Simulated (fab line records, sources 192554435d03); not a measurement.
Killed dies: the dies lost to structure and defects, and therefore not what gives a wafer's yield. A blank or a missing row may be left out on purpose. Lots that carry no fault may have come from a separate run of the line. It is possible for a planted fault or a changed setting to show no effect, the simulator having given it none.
Lot-split experiment + flow n5-finfet + 21 wafers read across 7 lots, on a route 1938 steps long

## SPLIT DETAILS
At N5_BEOL_M9_ETCH_62 (etches SOC in N2/H2, target depth 110 nm, overetch 22 nm, time 165 s), the setting source-w was moved away from the recipe's 840 W on 6 of the 21 wafers read, by -14.5% to +14.8%. The other wafers ran this setting at the recipe's value.

The reading comes from the split's own step.

## THE READING
rf-vpp-V, in V, at N5_BEOL_M9_ETCH_62 (etches SOC in N2/H2, target depth 110 nm, overetch 22 nm, time 165 s). On this fab line, fault-free wafers typically give 523.9 V with a standard deviation of 2.6 V.

| wafer  | tool, chamber at the split | source-w as run, W | against the recipe | rf-vpp-V, V | against lot-mates on the recipe |
|--------|----------------------------|--------------------|--------------------|-------------|---------------------------------|
| L074.1 | rie-diel-05, 0             | 840                | recipe             | 521.3       | -                               |
| L074.3 | rie-diel-05, 2             | 964                | +14.8%             | 504.9       | -16.4                           |
| L074.5 | rie-diel-05, 3             | 964                | +14.8%             | 499.2       | -22.1                           |
| L076.1 | rie-diel-05, 2             | 840                | recipe             | 525.6       | -                               |
| L076.4 | rie-diel-05, 3             | 840                | recipe             | 524.1       | -                               |
| L076.5 | rie-diel-05, 2             | 718                | -14.5%             | 555.0       | +30.1                           |
| L077.1 | rie-diel-06, 2             | 840                | recipe             | 523.8       | -                               |
| L077.4 | rie-diel-06, 2             | 840                | recipe             | 524.1       | -                               |
| L077.5 | rie-diel-06, 0             | 840                | recipe             | 518.7       | -                               |
| L080.1 | rie-diel-06, 0             | 840                | recipe             | 517.1       | -                               |
| L080.2 | rie-diel-06, 2             | 840                | recipe             | 524.7       | -                               |
| L080.6 | rie-diel-06, 1             | 840                | recipe             | 522.3       | -                               |
| L082.1 | rie-diel-02, 2             | 840                | recipe             | 520.2       | -                               |
| L082.4 | rie-diel-02, 2             | 840                | recipe             | 521.6       | -                               |
| L082.6 | rie-diel-02, 0             | 840                | recipe             | 525.4       | -                               |
| L083.4 | rie-diel-05, 0             | 787.8              | -6.2%              | 533.4       | +8.4                            |
| L083.5 | rie-diel-05, 1             | 840                | recipe             | 524.6       | -                               |
| L083.6 | rie-diel-05, 2             | 840                | recipe             | 525.5       | -                               |
| L086.3 | rie-diel-02, 1             | 927                | +10.4%             | 510.4       | -18.0                           |
| L086.4 | rie-diel-02, 2             | 927                | +10.4%             | 503.7       | -24.7                           |
| L086.5 | rie-diel-02, 1             | 840                | recipe             | 528.4       | -                               |

FIT RESULTS
A straight line over all 21 wafers: rf-vpp-V changes by -1.67 V for each +1% of source-w; r = -0.95; the points scatter about the line by 3.5 V.
The same after taking each lot's own level away (the mean of its wafers on the recipe; 21 wafers): -1.68 V for each +1%; r = -0.96; scatter 3.5 V.
That fit puts the effect of the largest move of source-w on the reading at 25 V.
The span of the lots' own levels, 521.30 to 528.40 V, comes to 2.7 times the standard deviation stated above.
Consequently the slope shifts little with the lot-to-lot level, the two slopes agreeing.
Check: for one of the wafers moved furthest among these (+14.8%), held out of the fit, the line's prediction against its lot-mates is -27.2 V. Against them it came out at -16.4 V.
Tool readings at the split's step, against how far the setting was moved: rf-vpp-V r = -0.95.

## THE OTHER SPLITS THESE WAFERS WENT THROUGH
Note: prior to the reading, these wafers also went through further splits. Each is held against what the fit with the lots' levels taken away leaves over:
| other split on the same wafers | wafers away from the commonest value | r with rf-vpp-V (lot level and that fit taken away) |
|--------------------------------|--------------------------------------|-----------------------------------------------------|
| N5_BEOL_M6_COAT_59 spin-rpm    | 7                                    | -0.23                                               |
| N5_BEOL_M7_ETCH_61 source-w    | 7                                    | +0.21                                               |
| N5_BEOL_M7_COAT_22 spin-rpm    | 8                                    | +0.35                                               |
| N5_BEOL_M8_ETCH_62 time-s      | 7                                    | -0.22                                               |
| N5_BEOL_M8_COAT_22 spin-rpm    | 5                                    | +0.07                                               |
| N5_BEOL_M9_DESCUM_16 time-s    | 11                                   | -0.20                                               |

## THE WHOLE CHAIN: every reading that the file lists as answering this split, in the file's order
| step               | what it does                                                         | reading                                                                          | change (the file's fit)                | r (the file's) |
|--------------------|----------------------------------------------------------------------|----------------------------------------------------------------------------------|----------------------------------------|----------------|
| N5_BEOL_M9_ETCH_62 | etches SOC in N2/H2, target depth 110 nm, overetch 22 nm, time 165 s | rf-vpp-V                                                                         | -1.73 V for each +1% of the setting    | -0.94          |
| N5_BEOL_M9_ETCH_62 | etches SOC in N2/H2, target depth 110 nm, overetch 22 nm, time 165 s | SiARC_of_BEOL_M9_COAT_60.thk-nm (the simulator's own value, which no gauge read) | -0.0312 nm for each +1% of the setting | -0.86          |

## THE FILE'S OWN FIT
rf-vpp-V changes by -1.73 V for each +1% of source-w, r = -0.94.
